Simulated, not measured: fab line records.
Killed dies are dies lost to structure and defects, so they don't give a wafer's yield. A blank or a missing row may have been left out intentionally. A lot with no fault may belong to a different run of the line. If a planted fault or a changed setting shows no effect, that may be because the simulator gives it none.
fab line records || flow n5Finfet || part 2 of 2: steps 43 to 43 of 43
record {"lots": 5, "wafers": 15, "lastDay": 18}
route steps=1938 shown MOL_CONTACT_COAG@542 BEOL_M4@1111 PASSIVATION@1936
lots that met no fault: taken from a fault-free run of the same line
startH: start of the lot's first displayed wafer, in hours after the record's first day || waitH: hours from the lot's prior step to this one || " repeats the value in the row above || L1.1+2: a single row standing in for several wafers || - no value present, or no start provided || * or withheld: withheld || < > ~ a bound
route shown NAME@n: a module of which the file shows steps, and the number in the route of the first || usual: mean and standard deviation over wafers with no fault || same: alike in all rows || chamber/n: place in a boat || sites: the reading at each site || _std_site: standard deviation of those values || _edge_site: mean of outer sites minus mean of inner sites || radiusMm: for every site, how far away it sits from the centre of the wafer || mask NAME#n: copy n || behind: tool/chamber where the wafer was last shaped || hold: what put the lot on hold/how long, in hours/how the hold closed || device: names the non-switching transistor (n, p or np) || end of line: tests run on the same wafers once the route is complete || a step without rows: its recipe alone || killed: dies that structure and defects cost at the first sort, which is not the same as the wafer's yield || map: a wafer's dies, marking killed ones x, the rest . and places with no die _
set.NAME: setting as actually run; set.NAME@STEP: the setting as run at that earlier step || model.NAME: the simulator's own value behind a step, which no gauge read
certain route steps with their lots: each step a table, each wafer a row
services: from which hour (startH, from the record's first day; less than 0 if before it) a tool's chamber was out of use, for how many hours, and why
## steps
# step N5_PASSIVATION_PROBE_49
# usual {"defectLimitedYield": "91.0/1.5", "killed_at_M0_to_M3": "37/12", "killed_at_M4_up": "13/5", "killedAtContacts": "13/6.1", "killedAtFrontEnd": "39/11", "killedAtOther": "4/3.2", "killedDies": "106/17", "killedOpen": "69/12", "killedShort": "35/7.9", "sort_bin_5_function": "5.3/1", "sort_bin_6_memory": "3.3/0.68", "sortNPass": "1074/17", "sortYieldPct": "91.0/1.5"}
# same {"grossDies": 1180, "killedAtBackSide": 0, "sort_bin_4_leakage[%]": 0, "sort_bin_8_speed[%]": 0}
{"lot.wafer": "L626.1", "tool": "prober-01", "chamber": "-", "startH": 327.94, "waitH": 0.0, "defectLimitedYield[%]": 90.0, "killed_at_M0_to_M3": 20, "killed_at_M4_up": 11, "killedAtContacts": 25, "killedAtFrontEnd": 57, "killedAtOther": 5, "killedDies": 118, "killedOpen": 83, "killedShort": 33, "sort_bin_5_function[%]": 6.3, "sort_bin_6_memory[%]": 3.4, "sortNPass": 1062, "sortYieldPct[%]": 90.0}
{"lot.wafer": "L626.3", "tool": "prober-01", "chamber": "-", "startH": 328.04, "waitH": 0.1, "defectLimitedYield[%]": 88.1, "killed_at_M0_to_M3": 39, "killed_at_M4_up": 18, "killedAtContacts": 27, "killedAtFrontEnd": 51, "killedAtOther": 5, "killedDies": 140, "killedOpen": 84, "killedShort": 47, "sort_bin_5_function[%]": 6.6, "sort_bin_6_memory[%]": 4.5, "sortNPass": 1040, "sortYieldPct[%]": 88.1}
{"lot.wafer": "L626.4", "tool": "prober-01", "chamber": "-", "startH": 328.09, "waitH": 0.2, "defectLimitedYield[%]": 90.9, "killed_at_M0_to_M3": 39, "killed_at_M4_up": 16, "killedAtContacts": 17, "killedAtFrontEnd": 32, "killedAtOther": 3, "killedDies": 107, "killedOpen": 66, "killedShort": 38, "sort_bin_5_function[%]": 5.4, "sort_bin_6_memory[%]": 3.1, "sortNPass": 1073, "sortYieldPct[%]": 90.9}
{"lot.wafer": "L628.3", "tool": "prober-01", "chamber": "-", "startH": 335.41, "waitH": 0.1, "defectLimitedYield[%]": 89.7, "killed_at_M0_to_M3": 69, "killed_at_M4_up": 23, "killedAtContacts": 11, "killedAtFrontEnd": 17, "killedAtOther": 1, "killedDies": 121, "killedOpen": 76, "killedShort": 44, "sort_bin_5_function[%]": 6.4, "sort_bin_6_memory[%]": 3.5, "sortNPass": 1059, "sortYieldPct[%]": 89.7}
{"lot.wafer": "L628.4", "tool": "prober-01", "chamber": "-", "startH": 335.46, "waitH": 0.2, "defectLimitedYield[%]": 90.6, "killed_at_M0_to_M3": 60, "killed_at_M4_up": 14, "killedAtContacts": 9, "killedAtFrontEnd": 25, "killedAtOther": 3, "killedDies": 111, "killedOpen": 66, "killedShort": 39, "sort_bin_5_function[%]": 6.1, "sort_bin_6_memory[%]": 2.9, "sortNPass": 1069, "sortYieldPct[%]": 90.6}
{"lot.wafer": "L628.5", "tool": "prober-01", "chamber": "-", "startH": 335.51, "waitH": 0.2, "defectLimitedYield[%]": 90.0, "killed_at_M0_to_M3": 50, "killed_at_M4_up": 19, "killedAtContacts": 8, "killedAtFrontEnd": 39, "killedAtOther": 2, "killedDies": 118, "killedOpen": 72, "killedShort": 45, "sort_bin_5_function[%]": 5.3, "sort_bin_6_memory[%]": 4.3, "sortNPass": 1062, "sortYieldPct[%]": 90.0}
{"lot.wafer": "L637.3", "tool": "prober-01", "chamber": "-", "startH": 390.47, "waitH": 0.1, "defectLimitedYield[%]": 90.4, "killed_at_M0_to_M3": 43, "killed_at_M4_up": 10, "killedAtContacts": 8, "killedAtFrontEnd": 41, "killedAtOther": 11, "killedDies": 113, "killedOpen": 70, "killedShort": 38, "sort_bin_5_function[%]": 6.2, "sort_bin_6_memory[%]": 3.3, "sortNPass": 1067, "sortYieldPct[%]": 90.4}
{"lot.wafer": "L637.4", "tool": "prober-01", "chamber": "-", "startH": 390.52, "waitH": 0.2, "defectLimitedYield[%]": 89.9, "killed_at_M0_to_M3": 47, "killed_at_M4_up": 16, "killedAtContacts": 11, "killedAtFrontEnd": 40, "killedAtOther": 5, "killedDies": 119, "killedOpen": 75, "killedShort": 39, "sort_bin_5_function[%]": 5.8, "sort_bin_6_memory[%]": 3.8, "sortNPass": 1061, "sortYieldPct[%]": 89.9}
{"lot.wafer": "L637.6", "tool": "prober-01", "chamber": "-", "startH": 390.62, "waitH": 0.3, "defectLimitedYield[%]": 90.7, "killed_at_M0_to_M3": 52, "killed_at_M4_up": 19, "killedAtContacts": 12, "killedAtFrontEnd": 27, "killedAtOther": 0, "killedDies": 110, "killedOpen": 71, "killedShort": 35, "sort_bin_5_function[%]": 5.8, "sort_bin_6_memory[%]": 3.1, "sortNPass": 1070, "sortYieldPct[%]": 90.7}
{"lot.wafer": "L638.2", "tool": "prober-01", "chamber": "-", "startH": 395.47, "waitH": 0.1, "defectLimitedYield[%]": 90.3, "killed_at_M0_to_M3": 34, "killed_at_M4_up": 17, "killedAtContacts": 7, "killedAtFrontEnd": 56, "killedAtOther": 0, "killedDies": 114, "killedOpen": 73, "killedShort": 39, "sort_bin_5_function[%]": 6.0, "sort_bin_6_memory[%]": 3.3, "sortNPass": 1066, "sortYieldPct[%]": 90.3}
{"lot.wafer": "L638.3", "tool": "prober-01", "chamber": "-", "startH": 395.52, "waitH": 0.1, "defectLimitedYield[%]": 90.2, "killed_at_M0_to_M3": 23, "killed_at_M4_up": 12, "killedAtContacts": 14, "killedAtFrontEnd": 62, "killedAtOther": 5, "killedDies": 116, "killedOpen": 76, "killedShort": 33, "sort_bin_5_function[%]": 5.5, "sort_bin_6_memory[%]": 3.6, "sortNPass": 1064, "sortYieldPct[%]": 90.2}
{"lot.wafer": "L638.6", "tool": "prober-01", "chamber": "-", "startH": 395.67, "waitH": 0.3, "defectLimitedYield[%]": 91.2, "killed_at_M0_to_M3": 33, "killed_at_M4_up": 11, "killedAtContacts": 28, "killedAtFrontEnd": 28, "killedAtOther": 4, "killedDies": 104, "killedOpen": 70, "killedShort": 31, "sort_bin_5_function[%]": 4.7, "sort_bin_6_memory[%]": 3.7, "sortNPass": 1076, "sortYieldPct[%]": 91.2}
{"lot.wafer": "L644.4", "tool": "prober-01", "chamber": "-", "startH": 440.87, "waitH": 0.2, "defectLimitedYield[%]": 90.9, "killed_at_M0_to_M3": 27, "killed_at_M4_up": 6, "killedAtContacts": 14, "killedAtFrontEnd": 52, "killedAtOther": 8, "killedDies": 107, "killedOpen": 75, "killedShort": 32, "sort_bin_5_function[%]": 5.9, "sort_bin_6_memory[%]": 2.9, "sortNPass": 1073, "sortYieldPct[%]": 90.9}
{"lot.wafer": "L644.5", "tool": "prober-01", "chamber": "-", "startH": 440.92, "waitH": 0.2, "defectLimitedYield[%]": 90.5, "killed_at_M0_to_M3": 31, "killed_at_M4_up": 20, "killedAtContacts": 12, "killedAtFrontEnd": 45, "killedAtOther": 4, "killedDies": 112, "killedOpen": 76, "killedShort": 35, "sort_bin_5_function[%]": 5.4, "sort_bin_6_memory[%]": 3.8, "sortNPass": 1068, "sortYieldPct[%]": 90.5}
{"lot.wafer": "L644.6", "tool": "prober-01", "chamber": "-", "startH": 440.97, "waitH": 0.3, "defectLimitedYield[%]": 88.9, "killed_at_M0_to_M3": 33, "killed_at_M4_up": 11, "killedAtContacts": 10, "killedAtFrontEnd": 66, "killedAtOther": 11, "killedDies": 131, "killedOpen": 85, "killedShort": 40, "sort_bin_5_function[%]": 6.4, "sort_bin_6_memory[%]": 4.5, "sortNPass": 1049, "sortYieldPct[%]": 88.9}
# killed by level:class
L626.1 STI_FIN_REVEAL:geometricParticle:open=22 MOL_CONTACT_COAG:geometricParticle:open=18 FIN_SAQP:geometricParticle:open=15 MOL_CONTACT_COAG:geometricParticle:short=7 STI_FIN_REVEAL:geometricParticle:short=5 BEOL_M0_SAQP:geometricParticle:short=5 BEOL_M5:geometricParticle:open=4 MIM_TOP_ETCH:geometricParticle:open=4
L626.3 MOL_CONTACT_COAG:geometricParticle:open=21 STI_FIN_REVEAL:geometricParticle:open=10 BEOL_M0_SAQP:geometricParticle:short=8 BEOL_M0_SAQP:geometricParticle:open=8 BEOL_M3:geometricParticle:open=7 FIN_SAQP:geometricParticle:short=6 BEOL_M1:geometricParticle:open=6 MOL_CONTACT_COAG:geometricParticle:short=6
L626.4 MOL_CONTACT_COAG:geometricParticle:open=14 BEOL_M0_SAQP:geometricParticle:short=12 BEOL_M3:geometricParticle:open=8 BEOL_M4:geometricParticle:open=7 STI_FIN_REVEAL:geometricParticle:open=6 BEOL_M0_SAQP:geometricParticle:open=6 BEOL_M3:geometricParticle:short=5 GATE_CUT:geometricParticle:short=4
L628.3 BEOL_M0_SAQP:geometricParticle:open=24 BEOL_M0_SAQP:geometricParticle:short=24 BEOL_M4:geometricParticle:open=14 MOL_CONTACT_COAG:geometricParticle:open=8 BEOL_M2:geometricParticle:open=6 STI_FIN_REVEAL:geometricParticle:open=4 BEOL_M2:geometricParticle:short=4 BEOL_M3:geometricParticle:short=4
L628.4 BEOL_M0_SAQP:geometricParticle:open=20 BEOL_M0_SAQP:geometricParticle:short=16 BEOL_M3:geometricParticle:open=9 BEOL_M2:geometricParticle:open=8 BEOL_M4:geometricParticle:open=8 GATE_CUT:geometricParticle:short=6 MOL_CONTACT_COAG:geometricParticle:open=5 MOL_CONTACT_COAG:geometricParticle:short=4
L628.5 BEOL_M0_SAQP:geometricParticle:short=22 BEOL_M0_SAQP:geometricParticle:open=15 STI_FIN_REVEAL:geometricParticle:open=12 BEOL_M4:geometricParticle:open=7 GATE_CUT:geometricParticle:open=6 MOL_CONTACT_COAG:geometricParticle:open=6 BEOL_M4:geometricParticle:short=5 STARTING-WAFER:geometricParticle:open=4
L637.3 FIN_SAQP:geometricParticle:open=12 FIN_SAQP:geometricParticle:short=11 BEOL_M0:geometricParticle:open=10 BEOL_M1:geometricParticle:open=8 MOL_CONTACT_COAG:geometricParticle:open=6 BEOL_M0_SAQP:geometricParticle:short=6 BEOL_M0_SAQP:geometricParticle:open=5 BEOL_M2:geometricParticle:open=5
L637.4 BEOL_M0_SAQP:geometricParticle:open=10 FIN_SAQP:geometricParticle:open=8 MOL_CONTACT_COAG:geometricParticle:open=8 BEOL_M1:geometricParticle:open=8 FIN_SAQP:geometricParticle:short=7 GATE_CUT:geometricParticle:short=6 BEOL_M0_SAQP:geometricParticle:short=6 BEOL_M0:geometricParticle:open=6
L637.6 BEOL_M1:geometricParticle:open=15 BEOL_M0_SAQP:geometricParticle:short=10 FIN_SAQP:geometricParticle:open=8 MOL_CONTACT_COAG:geometricParticle:open=8 BEOL_M0_SAQP:geometricParticle:open=7 BEOL_M2:geometricParticle:open=7 BEOL_M4:geometricParticle:open=6 BEOL_M5:geometricParticle:open=6
L638.2 FIN_SAQP:geometricParticle:open=16 FIN_SAQP:geometricParticle:short=15 BEOL_M0_SAQP:geometricParticle:open=9 STI_FIN_REVEAL:geometricParticle:open=8 BEOL_M0_SAQP:geometricParticle:short=8 BEOL_M2:geometricParticle:open=8 MOL_CONTACT_COAG:geometricParticle:open=7 STARTING-WAFER:geometricParticle:short=6
L638.3 STI_FIN_REVEAL:geometricParticle:open=21 FIN_SAQP:geometricParticle:open=9 MOL_CONTACT_COAG:geometricParticle:open=9 BEOL_M2:geometricParticle:open=7 FIN_SAQP:geometricParticle:short=5 BEOL_M5:geometricParticle:open=5 MOL_CONTACT_COAG:geometricParticle:short=5 HKMG_FIN:areaEtch=5
L638.6 MOL_CONTACT_COAG:geometricParticle:open=16 BEOL_M2:geometricParticle:open=12 MOL_CONTACT_COAG:geometricParticle:short=10 FIN_SAQP:geometricParticle:open=7 STI_FIN_REVEAL:geometricParticle:open=5 DUMMY_GATE:geometricParticle:open=5 FIN_SAQP:geometricParticle:short=4 BEOL_M0_SAQP:geometricParticle:open=4
L644.4 STI_FIN_REVEAL:geometricParticle:open=15 MOL_CONTACT_COAG:geometricParticle:open=11 FIN_SAQP:geometricParticle:short=10 FIN_SAQP:geometricParticle:open=9 BEOL_M0_SAQP:geometricParticle:open=9 DUMMY_GATE:geometricParticle:open=6 BEOL_M0_SAQP:geometricParticle:short=6 BEOL_M2:geometricParticle:open=4
L644.5 FIN_SAQP:geometricParticle:short=14 BEOL_M4:geometricParticle:open=14 FIN_SAQP:geometricParticle:open=10 MOL_CONTACT_COAG:geometricParticle:open=10 BEOL_M2:geometricParticle:open=10 STI_FIN_REVEAL:geometricParticle:open=7 BEOL_M0_SAQP:geometricParticle:short=6 BEOL_M0_SAQP:geometricParticle:open=5
L644.6 STI_FIN_REVEAL:geometricParticle:open=21 FIN_SAQP:geometricParticle:short=14 MOL_CONTACT_COAG:geometricParticle:open=9 FIN_SAQP:geometricParticle:open=7 DUMMY_GATE:geometricParticle:open=7 BEOL_M0_SAQP:geometricParticle:short=7 BEOL_M2:geometricParticle:open=7 BEOL_M3:geometricParticle:open=7
## services
{"tool": "cmp-02", "chamber": "-", "startH": 94.18, "hours": 2.6, "kind": "repair"}
{"tool": "aldSin-04", "chamber": 0, "startH": 99.25, "hours": "-", "kind": "clean"}
{"tool": "aldSin-04", "chamber": 1, "startH": 99.25, "hours": "-", "kind": "clean"}
{"tool": "aldSin-04", "chamber": 2, "startH": 99.25, "hours": "-", "kind": "clean"}
{"tool": "aldSin-04", "chamber": 3, "startH": 99.25, "hours": "-", "kind": "clean"}
{"tool": "cmp-02", "chamber": "-", "startH": 99.98, "hours": 5.3, "kind": "repair"}
{"tool": "rieDiel-02", "chamber": 2, "startH": 113.74, "hours": 6.6, "kind": "repair"}
{"tool": "cmp-01", "chamber": "-", "startH": 122.00, "hours": 5.7, "kind": "pm"}
{"tool": "aldSin-03", "chamber": 2, "startH": 138.47, "hours": 10.7, "kind": "repair"}
{"tool": "cmp-02", "chamber": "-", "startH": 139.93, "hours": 1.2, "kind": "repair"}
{"tool": "cmp-02", "chamber": "-", "startH": 149.79, "hours": 7.9, "kind": "repair"}
{"tool": "aldSin-02", "chamber": "-", "startH": 166.41, "hours": 0.8, "kind": "pm"}
{"tool": "aldSin-03", "chamber": "-", "startH": 177.34, "hours": 14.0, "kind": "pm"}
{"tool": "aldSin-03", "chamber": 0, "startH": 177.34, "hours": 14.0, "kind": "ventCycle"}
{"tool": "aldSin-03", "chamber": 1, "startH": 177.34, "hours": 14.0, "kind": "ventCycle"}
{"tool": "aldSin-03", "chamber": 2, "startH": 177.34, "hours": 14.0, "kind": "ventCycle"}
{"tool": "cmp-02", "chamber": "-", "startH": 182.65, "hours": 1.8, "kind": "repair"}
{"tool": "pvdSputter-03", "chamber": "-", "startH": 186.76, "hours": 4.3, "kind": "repair"}
{"tool": "aldSin-04", "chamber": 3, "startH": 188.83, "hours": 10.3, "kind": "repair"}
{"tool": "cmp-01", "chamber": "-", "startH": 195.17, "hours": 1.2, "kind": "repair"}
{"tool": "cmp-02", "chamber": "-", "startH": 197.24, "hours": 7.9, "kind": "pm"}
{"tool": "aldSin-02", "chamber": 1, "startH": 223.34, "hours": 16.5, "kind": "repair"}
{"tool": "aldSin-04", "chamber": "-", "startH": 223.41, "hours": 1.2, "kind": "repair"}
{"tool": "cmp-02", "chamber": "-", "startH": 227.28, "hours": 4.0, "kind": "pm"}
